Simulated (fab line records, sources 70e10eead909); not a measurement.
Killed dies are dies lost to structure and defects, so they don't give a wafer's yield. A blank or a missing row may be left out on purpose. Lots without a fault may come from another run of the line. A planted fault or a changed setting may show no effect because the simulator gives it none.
Which tool did it? | flow nand_harc | 13 lots, 39 wafers sampled, at 5 steps of a route of 1159

WHAT THE GAUGES READ, wafer by wafer
NHARC_P_ZERO_WELL_CD_MEAS_37: target cd 720 nm. Usual: cd_nm 718.5 nm, standard deviation 1.9.
lot  | measured    | on        | cd_nm (nm)        | flag
L983 | day 1 16:20 | cd_sem-03 | 720.5 715.3 719.0 |
L984 | day 1 22:02 | cd_sem-01 | 719.3 719.3 721.3 |
L985 | day 2 04:09 | cd_sem-01 | 714.3 718.1 715.2 |
L986 | day 2 10:08 | cd_sem-02 | - - -             | OFF
L996 | day 4 22:07 | cd_sem-02 | 718.9 716.5 718.6 |
L997 | day 5 03:58 | cd_sem-03 | 717.5 719.7 721.8 |
L998 | day 5 10:07 | cd_sem-03 | 719.3 717.2 718.4 |
L999 | day 5 16:01 | cd_sem-02 | 719.0 717.0 718.3 |
L101 | day 6 04:40 | cd_sem-02 | 717.8 714.5 714.3 |
L103 | day 6 16:05 | cd_sem-01 | 716.2 721.5 720.1 |
L104 | day 6 22:19 | cd_sem-03 | 717.1 716.2 717.4 |
L105 | day 7 04:07 | cd_sem-02 | 719.7 716.1 716.2 |
L106 | day 7 10:13 | cd_sem-02 | 717.2 718.6 716.7 |

NHARC_P_GATE_CD_MEAS_33. Usual: cd_nm 121 nm, standard deviation 3.2.
lot  | measured     | on        | cd_nm (nm)  | flag
L983 | day 4 14:19  | cd_sem-03 | 115 118 121 |
L984 | day 4 23:33  | cd_sem-03 | 121 120 118 |
L985 | day 5 03:55  | cd_sem-03 | 125 123 122 |
L996 | day 8 01:58  | cd_sem-01 | 121 118 120 |
L997 | day 7 23:22  | cd_sem-03 | 118 124 120 |
L998 | day 8 13:21  | cd_sem-03 | 115 120 121 |
L999 | day 8 13:41  | cd_sem-01 | 127 123 125 |
L101 | day 9 06:06  | cd_sem-01 | 126 120 122 |
L103 | day 9 19:32  | cd_sem-03 | 122 122 123 |
L104 | day 9 18:59  | cd_sem-03 | 124 124 122 |
L105 | day 10 08:02 | cd_sem-03 | 124 118 115 |
L106 | day 10 07:19 | cd_sem-01 | 122 130 120 |

WHICH TOOL RAN EACH LOT (tool, then ch and the chambers of the sampled wafers, then the start)
lot  | NHARC_P_ZERO_WELL_ETCH_63       | NHARC_P_ZERO_WELL_EXPOSE_34      | NHARC_P_ZERO_WELL_RTA_42
L983 | rie_si-02 ch 0,1,2, day 1 13:46 | krf_scanner-02 ch 0, day 1 16:11 | rtp_anneal-01 ch 0, day 1 19:07
L984 | rie_si-02 ch 2,3, day 1 19:32   | krf_scanner-04 ch 0, day 1 21:52 | rtp_anneal-02 ch 0, day 2 00:50
L985 | rie_si-02 ch 2,3, day 2 01:35   | krf_scanner-02 ch 0, day 2 03:59 | rtp_anneal-02 ch 0, day 2 07:02
L986 | rie_si-02 ch 1,2, day 2 07:42   | krf_scanner-04 ch 0, day 2 09:59 | rtp_anneal-02 ch 0, day 2 13:08
L996 | rie_si-02 ch 1,2,3, day 4 19:33 | krf_scanner-02 ch 0, day 4 21:58 | rtp_anneal-01 ch 0, day 5 00:47
L997 | rie_si-02 ch 0,1, day 5 01:32   | krf_scanner-02 ch 0, day 5 03:48 | rtp_anneal-01 ch 0, day 5 06:44
L998 | rie_si-06 ch 0,2,3, day 5 07:41 | krf_scanner-02 ch 0, day 5 09:58 | rtp_anneal-02 ch 0, day 5 13:01
L999 | rie_si-06 ch 0,3, day 5 13:33   | krf_scanner-04 ch 0, day 5 15:52 | rtp_anneal-01 ch 0, day 5 18:50
L101 | rie_si-06 ch 0,1, day 6 02:10   | krf_scanner-02 ch 0, day 6 04:31 | rtp_anneal-01 ch 0, day 6 07:26
L103 | rie_si-06 ch 1,2,3, day 6 13:40 | krf_scanner-02 ch 0, day 6 15:56 | rtp_anneal-02 ch 0, day 6 18:46
L104 | rie_si-06 ch 0,2, day 6 19:44   | krf_scanner-04 ch 0, day 6 22:09 | rtp_anneal-01 ch 0, day 7 01:09
L105 | rie_si-02 ch 0,1,3, day 7 01:39 | krf_scanner-02 ch 0, day 7 03:57 | rtp_anneal-02 ch 0, day 7 06:47
L106 | rie_si-06 ch 0,1,2, day 7 07:49 | krf_scanner-02 ch 0, day 7 10:04 | rtp_anneal-02 ch 0, day 7 13:06
- NHARC_P_ZERO_WELL_ETCH_63: etches the open film in HBr/Cl2, target depth 120 nm, time 40.1 s.
- NHARC_P_ZERO_WELL_EXPOSE_34: exposes mask P PWELL, target cd 720 nm.
- NHARC_P_ZERO_WELL_RTA_42: time 300 s.

WHAT THE TOOLS THEMSELVES READ (means of the sampled wafers that have a number; where no wafer has one, the mark that the record gives instead)
NHARC_P_ZERO_WELL_ETCH_63. Usual: drypump_motor_current_A 5.8 A, standard deviation 0.42; he_backside_leak_sccm 2.64 sccm, standard deviation 0.28; oes_product_au 1.006 a.u., standard deviation 0.014; throttle_valve_pct 26.405 %, standard deviation 0.009.
lot  | tool      | drypump_motor_current_A (A) | he_backside_leak_sccm (sccm) | oes_product_au (a.u.) | throttle_valve_pct (%) | flag
L983 | rie_si-02 | 5.7                         | 2.49                         | 1.002                 | 26.403                 |
L984 | rie_si-02 | 5.7                         | 2.79                         | 1.004                 | 26.398                 |
L985 | rie_si-02 | 5.7                         | 2.90                         | 1.010                 | 26.400                 |
L986 | rie_si-02 | 5.5                         | 2.55                         | 1.014                 | 26.403                 |
L996 | rie_si-02 | 5.6                         | 2.58                         | 1.016                 | 26.389                 |
L997 | rie_si-02 | 6.0                         | 2.40                         | 1.019                 | 26.410                 |
L998 | rie_si-06 | 5.7                         | 2.53                         | 1.001                 | 26.399                 |
L999 | rie_si-06 | 5.8                         | 2.59                         | 0.989                 | 26.409                 |
L101 | rie_si-06 | 5.8                         | 2.83                         | 0.999                 | 26.410                 |
L103 | rie_si-06 | 5.7                         | 2.66                         | 1.003                 | 26.404                 |
L104 | rie_si-06 | 5.7                         | 2.45                         | 1.004                 | 26.402                 |
L105 | rie_si-02 | 6.0                         | 2.61                         | 1.027                 | 26.411                 |
L106 | rie_si-06 | 5.8                         | 2.72                         | 1.003                 | 26.406                 |

NHARC_P_ZERO_WELL_RTA_42. Usual: lamp_power_pct 34 %, standard deviation 3.4; wafer_temp_C_max 1105.4, standard deviation 1.1.
lot  | tool          | lamp_power_pct (%) | wafer_temp_C_max | flag
L983 | rtp_anneal-01 | 38                 | 1105.8           |
L984 | rtp_anneal-02 | 32                 | 1106.1           |
L985 | rtp_anneal-02 | 32                 | 1104.7           |
L986 | rtp_anneal-02 | 32                 | 1104.8           |
L996 | rtp_anneal-01 | 38                 | 1105.7           |
L997 | rtp_anneal-01 | 38                 | 1105.6           |
L998 | rtp_anneal-02 | 31                 | 1104.9           |
L999 | rtp_anneal-01 | 38                 | 1105.9           |
L101 | rtp_anneal-01 | 38                 | 1106.6           |
L103 | rtp_anneal-02 | 32                 | 1105.2           |
L104 | rtp_anneal-01 | 38                 | 1106.0           |
L105 | rtp_anneal-02 | 32                 | 1105.7           |
L106 | rtp_anneal-02 | 32                 | 1105.8           |

THE ANSWER, worked out from the rows above alone
Rule: a lot is off if the mean of its wafers that have a number lies more than 3 standard deviations from the usual mean. A lot without any number at a reading at which 4 lots or more have one is off too. The other lots that the step has rows for count as sound. The gauges are gone through in route order, then the tools' own readings, and for those a lot's mean is taken as printed above. The first step at which some lot is off is used, and at that step the reading that is off furthest; a lot without a number counts as furthest.
Off: L986, at NHARC_P_ZERO_WELL_CD_MEAS_37 (cd_nm). Without a number there: L986.
A tool fits if, at a process step before that reading, it ran every lot that is off, and no sound lot after the first of them. The gauges at NHARC_P_ZERO_WELL_CD_MEAS_37 are tried like those tools. None of those tried fits.

WHAT THE SIMULATOR HAD PUT IN
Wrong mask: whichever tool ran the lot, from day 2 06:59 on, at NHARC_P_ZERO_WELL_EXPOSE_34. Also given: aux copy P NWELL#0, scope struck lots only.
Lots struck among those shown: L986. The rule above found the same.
